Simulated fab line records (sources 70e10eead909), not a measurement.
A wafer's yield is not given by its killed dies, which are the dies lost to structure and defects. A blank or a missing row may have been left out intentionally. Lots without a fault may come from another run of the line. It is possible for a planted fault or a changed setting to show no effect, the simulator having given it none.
Matching of chambers | flow nandHarc | rieDiel-06 running NHARC_A_BLC_ETCH_16: 4 sister chambers
The step etches the open film in CF4, target depth 39 nm, time 65 s. 14 wafers are shown with their chamber, then 7 later ones without.

## EACH WAFER AND ITS CHAMBER
wafer  | chamber | drypumpMotorCurrentA (A) | rfVppV (V) | cf4FlowSccm (sccm)
L112.1 | 3       | 5.9                      | 150.2      | 150.8
L112.2 | 1       | 5.9                      | 152.2      | 149.6
L112.3 | 0       | 4.8                      | 152.3      | 150.1
L114.1 | 0       | 4.7                      | 151.7      | 149.8
L114.2 | 1       | 6.0                      | 152.5      | 149.8
L114.3 | 2       | 5.8                      | 150.7      | 149.6
L118.1 | 2       | 5.8                      | 149.3      | 150.4
L118.2 | 1       | 5.9                      | 153.4      | 149.8
L118.4 | 3       | 5.9                      | 149.0      | 150.1
L122.2 | 0       | 4.8                      | 153.3      | 149.6
L122.3 | 2       | 5.8                      | 152.1      | 149.8
L122.6 | 2       | 5.8                      | 151.8      | 150.6
L131.1 | 3       | 5.9                      | 150.8      | 150.5
L131.2 | 0       | 4.8                      | 151.6      | 150.4

SIGNATURES, as means of the wafers listed above
reading              | chamber 0 | chamber 1 | chamber 2 | chamber 3 | scatter within a chamber
drypumpMotorCurrentA | 4.775     | 5.933     | 5.800     | 5.900     | 0.0376
rfVppV               | 152.225   | 152.700   | 150.975   | 150.000   | 0.955
cf4FlowSccm          | 149.975   | 149.733   | 150.100   | 150.467   | 0.363
Rule: for each reading, subtract the chamber's mean from the wafer's reading, divide by that reading's scatter and square the result; add these up over the readings and take the root, which gives the wafer's distance from the chamber. The wafer belongs to the nearest chamber; if the next one is less than 2 further off, it can't be placed. The scatter is the square root of a quotient: the sum, over the shown wafers, of each reading's squared deviation from its chamber's mean, divided by wafers minus chambers.

## WAFERS WITH NO CHAMBER GIVEN
wafer  | drypumpMotorCurrentA (A) | rfVppV (V) | cf4FlowSccm (sccm)
L131.3 | 5.9                      | 151.4      | 150.0
L132.3 | 5.9                      | 149.2      | 150.5
L132.4 | 5.8                      | 151.4      | 150.0
L132.6 | 5.9                      | 149.7      | 150.3
L134.1 | 5.8                      | 151.1      | 150.4
L134.4 | 5.9                      | 151.6      | 150.3
L134.5 | 5.8                      | 150.8      | 150.1

## THE CHAMBER EACH PASSED THROUGH
wafer  | from the rows above          | in truth
L131.3 | can't be placed: 1 or 3 or 2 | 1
L132.3 | 3                            | 3
L132.4 | 2                            | 2
L132.6 | 3                            | 3
L134.1 | 2                            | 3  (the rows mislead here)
L134.4 | can't be placed: 3 or 1 or 2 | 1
L134.5 | 2                            | 2
Placed correctly: 4 of 7. From these rows, 2 cannot be placed; in 2 the true chamber is one of the candidates. Wrongly placed: 1.
